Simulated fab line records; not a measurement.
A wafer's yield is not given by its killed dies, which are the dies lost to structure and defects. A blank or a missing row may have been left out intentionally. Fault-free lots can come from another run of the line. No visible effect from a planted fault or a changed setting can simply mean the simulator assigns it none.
The tool behind it: which one? -- flow n5Finfet -- Sampling: 8 lots, 24 wafers, 6 of 1938 route steps

WHAT EACH GAUGE READ, for each wafer
N5_BEOL_M4_RC_MEAS_101. Usual: DIBL_N 36.3 mV/V, standard deviation 1.2; DIBL_P 36.3 mV/V, standard deviation 1.4; IOFF_N 0.160 nA/um, standard deviation 0.02; IOFF_P 0.210 nA/um, standard deviation 0.025; ION_N 675 uA/um, standard deviation 9.5; ION_P 462 uA/um, standard deviation 7; SS_N 71.5 mV/dec, standard deviation 0.53; SS_P 73.4 mV/dec, standard deviation 0.55; VT_N 249.5 mV, standard deviation 2.6; VT_P -250.1 mV, standard deviation 2.9.
lot,measured,on,DIBL_N (mV/V),DIBL_P (mV/V),IOFF_N (nA/um),IOFF_P (nA/um),ION_N (uA/um),ION_P (uA/um),SS_N (mV/dec),SS_P (mV/dec),VT_N (mV),VT_P (mV),flag
L528,day 10 00:52,prober-01,37.5 37.3 39.3,36.8 36.6 38.2,0.145 0.143 0.168,0.188 0.180 0.201,653 662 665,450 453 455,71.6 71.6 72.5,73.6 73.6 73.5,254.1 252.0 250.0,-254.0 -252.6 -252.0,
L534,day 12 02:34,prober-01,37.4 38.1 38.0,37.5 37.9 37.0,0.188 0.201 0.192,0.264 0.283 0.258,683 684 691,474 473 472,71.3 71.3 71.4,72.9 73.1 73.5,245.9 244.1 246.1,-243.1 -245.8 -245.2,
L540,day 14 17:20,prober-01,37.6 37.5 35.9,37.1 38.0 35.6,0.161 0.166 0.140,0.217 0.232 0.205,668 672 672,463 459 463,72.0 72.5 71.4,73.6 74.2 73.5,248.7 250.3 249.4,-250.7 -246.4 -251.9,
L544,day 14 22:32,prober-01,35.8 35.5 34.8,36.4 34.8 34.7,0.172 0.154 0.147,0.200 0.179 0.184,682 676 677,461 458 464,70.8 71.4 70.5,73.0 73.1 72.1,246.2 247.9 250.8,-253.4 -254.3 -251.8,
L543,day 15 02:38,prober-01,38.0 35.9 35.7,38.8 35.7 35.6,0.173 0.131 0.134,0.213 0.184 0.183,667 659 650,454 449 449,71.4 70.8 71.6,73.9 73.0 72.8,249.4 253.3 253.9,-251.8 -254.3 -253.9,
L541,day 15 05:05,prober-02,37.2 35.2 37.3,34.9 33.0 35.3,0.162 0.126 0.164,0.192 0.172 0.212,673 674 678,456 459 460,71.7 71.4 71.6,73.2 73.3 73.9,248.4 256.2 250.0,-251.6 -251.6 -249.3,
L545,day 15 08:37,prober-01,36.0 35.2 35.2,36.6 35.6 35.0,0.165 0.144 0.141,0.215 0.190 0.183,682 674 679,462 462 466,71.3 70.7 71.6,73.0 73.1 73.3,247.6 250.9 252.5,-251.8 -250.1 -251.1,
L547,day 15 20:00,prober-01,33.8 35.6 36.2,35.9 36.3 37.2,0.157 0.190 0.183,0.187 0.194 0.204,675 668 668,459 452 452,70.8 71.2 71.7,73.3 73.7 74.0,248.4 248.9 250.5,-252.7 -254.3 -252.4,

N5_BEOL_M10_OCD_MEAS_38. Usual: trenchDepthNm reads 147.4 nm (standard deviation 2.1).
lot,measured,on,trenchDepthNm (nm),flag
L528,day 12 13:37,ocd-01,151.1 144.6 143.2,
L534,day 14 06:00,ocd-01,147.5 151.6 145.5,
L540,day 17 07:36,ocd-02,149.8 148.4 148.4,
L544,day 17 07:19,ocd-02,148.9 145.0 147.4,
L543,day 17 18:57,ocd-01,147.0 149.6 147.6,
L541,day 17 17:55,ocd-02,147.4 146.0 148.3,
L545,day 17 20:13,ocd-01,149.8 147.6 146.6,
L547,day 18 02:10,ocd-02,146.9 145.9 146.2,

N5_BEOL_M10_THK_MEAS_53: measures by xrf. Usual: M10_THK gives 139.2 nm (standard deviation 2.4).
lot,measured,on,M10_THK (nm),flag
L528,day 12 16:09,filmMetro-01,141.1 135.0 133.8,
L534,day 14 09:37,filmMetro-02,138.5 143.6 246.0,OFF
L540,day 17 10:49,filmMetro-02,143.4 142.1 139.5,
L544,day 17 10:46,filmMetro-01,140.3 135.1 137.7,
L543,day 17 21:18,filmMetro-02,138.0 138.3 138.7,
L541,day 17 20:43,filmMetro-01,139.1 139.6 141.4,
L545,day 17 22:50,filmMetro-01,140.6 140.0 138.7,
L547,day 18 05:31,filmMetro-02,138.8 137.4 137.3,

N5_BEOL_M10_INSPECT_58: inspects for defects (darkfield). Usual: rawDefectCount reads 72 (standard deviation 23).
lot,measured,on,rawDefectCount,flag
L528,day 12 16:33,defectInspect-01,55 72 42,
L534,day 14 09:46,defectInspect-02,64 56 2256,OFF
L540,day 17 10:59,defectInspect-02,98 87 61,
L544,day 17 10:56,defectInspect-02,45 60 37,
L543,day 17 21:28,defectInspect-02,86 61 66,
L541,day 17 20:52,defectInspect-02,81 112 93,
L545,day 17 22:59,defectInspect-01,53 56 63,
L547,day 18 05:40,defectInspect-02,55 56 80,

EACH LOT AND THE TOOL THAT RAN IT (in order: tool; ch and the chambers of the sampled wafers; start)
lot,N5_BEOL_M10_CURE_72,N5_BEOL_M10_CMP_52
L528,"uvCure-03 ch 1, day 12 14:01","cmp-01 ch 0,2,3, day 12 15:53"
L534,"uvCure-01 ch 2, day 14 06:12","cmp-04 ch 0,1,2, day 14 09:19"
L540,"uvCure-03 ch 0, day 17 07:50","cmp-04 ch 1,2,3, day 17 10:34"
L544,"uvCure-01 ch 0, day 17 07:34","cmp-03 ch 0,2,3, day 17 10:28"
L543,"uvCure-01 ch 1, day 17 19:08","cmp-04 ch 1,2,3, day 17 21:00"
L541,"uvCure-02 ch 0, day 17 18:10","cmp-04 ch 0,3, day 17 20:25"
L545,"uvCure-03 ch 1, day 17 20:25","cmp-03 ch 0,2,3, day 17 22:34"
L547,"uvCure-03 ch 2, day 18 02:21","cmp-04 ch 1,2,3, day 18 05:13"
- N5_BEOL_M10_CURE_72: cures SiCOH lowk, time 120 s.
- N5_BEOL_M10_CMP_52: polishes, stops on SiCOH lowk, t overpolish 7 s, target thk 140 nm.

WHAT THE TOOLS THEMSELVES READ (means of the sampled wafers that have a number; where no wafer has one, the mark that the record gives instead)
N5_BEOL_M10_CURE_72. Usual: lampPowerPct 52.32 %, standard deviation 0.059; wafer_temp_C_max 372.2, standard deviation 0.69.
lot,tool,lampPowerPct (%),wafer_temp_C_max,flag
L528,uvCure-03,52.33,371.4,
L534,uvCure-01,52.30,371.6,
L540,uvCure-03,52.31,372.6,
L544,uvCure-01,52.25,372.0,
L543,uvCure-01,52.27,372.7,
L541,uvCure-02,52.27,371.8,
L545,uvCure-03,52.35,371.7,
L547,uvCure-03,52.35,372.9,

N5_BEOL_M10_CMP_52. Usual: for barrierFieldEndpointS, 28.6 s with a standard deviation of 0.57; for motorCurrentA, 6.2 A with a standard deviation of 0.47; for overpolishRunS, 6.999 s with a standard deviation of 0.0098; for padLifeWafers, 954 with a standard deviation of 600; for platenRpm, 50.00 rpm with a standard deviation of 0.034; for slurryFlowMlMin, 150.0 with a standard deviation of 0.45; for timeToEndpointS, 64.3 s with a standard deviation of 2.2.
lot,tool,barrierFieldEndpointS (s),motorCurrentA (A),overpolishRunS (s),padLifeWafers,platenRpm (rpm),slurryFlowMlMin,timeToEndpointS (s),flag
L528,cmp-01,28.2,6.0,7.000,1130,49.96,150.1,64.3,
L534,cmp-04,34.4,6.2,4.680,193,49.96,150.1,71.3,OFF
L540,cmp-04,28.7,6.5,6.999,830,50.01,149.9,66.9,
L544,cmp-03,27.7,5.8,7.007,1448,50.00,149.9,60.7,
L543,cmp-04,28.0,6.4,7.003,920,50.02,150.4,61.3,
L541,cmp-04,28.9,6.4,6.995,912,50.01,149.8,66.1,
L545,cmp-03,28.4,5.9,6.996,1562,50.02,150.0,66.8,
L547,cmp-04,28.8,6.5,6.997,980,49.98,150.1,64.1,

THE ANSWER, worked out from the rows above alone
Rule: lot off if the mean of its wafers having a number is beyond 3 standard deviations from the usual mean. Also off: a lot with no number at a reading for which 4 or more lots have one. The other lots that the step has rows for count as sound. The gauges are gone through in route order, then the tools' own readings, and for those a lot's mean is taken as printed above. At the first step where some lot is off, the reading lying furthest off is the one used; lots without a number count as furthest.
Off: L534, seen at N5_BEOL_M10_THK_MEAS_53 (M10_THK).
If a tool, at a process step before that reading, ran all the lots that are off and no sound lot after the first of them, it fits. The gauges at N5_BEOL_M10_THK_MEAS_53 aren't tried: what is off there is off at N5_BEOL_M10_INSPECT_58 too, on other tools, and a gauge's error can't cause that. Of those tried, none fits.

WHAT HAD BEEN PUT IN BY THE SIMULATOR
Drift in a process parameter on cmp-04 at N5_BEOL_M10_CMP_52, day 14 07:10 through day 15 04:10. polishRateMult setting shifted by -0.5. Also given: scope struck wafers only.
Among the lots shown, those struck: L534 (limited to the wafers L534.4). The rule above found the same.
